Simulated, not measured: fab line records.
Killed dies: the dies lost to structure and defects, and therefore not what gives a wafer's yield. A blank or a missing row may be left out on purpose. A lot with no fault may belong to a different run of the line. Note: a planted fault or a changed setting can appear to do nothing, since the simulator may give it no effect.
Matching of chambers || flow nand harc || NHARC_A_CHANNEL_FILL_D2_ALD_16 on ald hk-01: 4 sister chambers
The step deposits SiO2, target thk 1.5 nm, pulse time 10 s, ald cycles 15. 4 wafers are shown with their chamber, then 8 later ones without.

## WAFERS PAIRED WITH THEIR CHAMBERS
{"wafer": "L461.6", "chamber": 0, "heater power outer w (W)": 287}
{"wafer": "L471.1", "chamber": 2, "heater power outer w (W)": 265}
{"wafer": "L471.6", "chamber": 3, "heater power outer w (W)": 264}
{"wafer": "L474.1", "chamber": 1, "heater power outer w (W)": 194}

## WAFERS WITH NO CHAMBER GIVEN
{"wafer": "L474.3", "heater power outer w (W)": 275}
{"wafer": "L474.6", "heater power outer w (W)": 272}
{"wafer": "L477.1", "heater power outer w (W)": 273}
{"wafer": "L477.2", "heater power outer w (W)": 198}
{"wafer": "L477.6", "heater power outer w (W)": 272}
{"wafer": "L478.2", "heater power outer w (W)": 289}
{"wafer": "L478.4", "heater power outer w (W)": 194}
{"wafer": "L478.5", "heater power outer w (W)": 197}

## THE CHAMBER EACH PASSED THROUGH
{"wafer": "L474.3", "from the rows above": "can't be placed: 2 or 3 or 0", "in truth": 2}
{"wafer": "L474.6", "from the rows above": "can't be placed: 2 or 3 or 0", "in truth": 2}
{"wafer": "L477.1", "from the rows above": "can't be placed: 2 or 3 or 0", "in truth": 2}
{"wafer": "L477.2", "from the rows above": 1, "in truth": 1}
{"wafer": "L477.6", "from the rows above": "can't be placed: 2 or 3 or 0", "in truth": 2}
{"wafer": "L478.2", "from the rows above": 0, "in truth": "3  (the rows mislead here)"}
{"wafer": "L478.4", "from the rows above": 1, "in truth": 1}
{"wafer": "L478.5", "from the rows above": 1, "in truth": 1}
Correct placement for 3 of the 8. These rows do not allow placing 4 (true chamber among the candidates in 4). Placed wrongly: 1.
How it was worked out, from the rows above alone: a wafer's distance from a chamber is the root of the sum, over the readings, of the square of ((its reading less the chamber's mean) divided by the reading's scatter). If the next closest chamber is less than 2 further off than the closest, the wafer can't be placed; otherwise it belongs to the closest. The mean given for a chamber averages the wafers shown for that chamber. The scatter (one wafer shown for each chamber): square how far every hidden wafer sits from the nearest shown wafer, average those squares and take the square root.
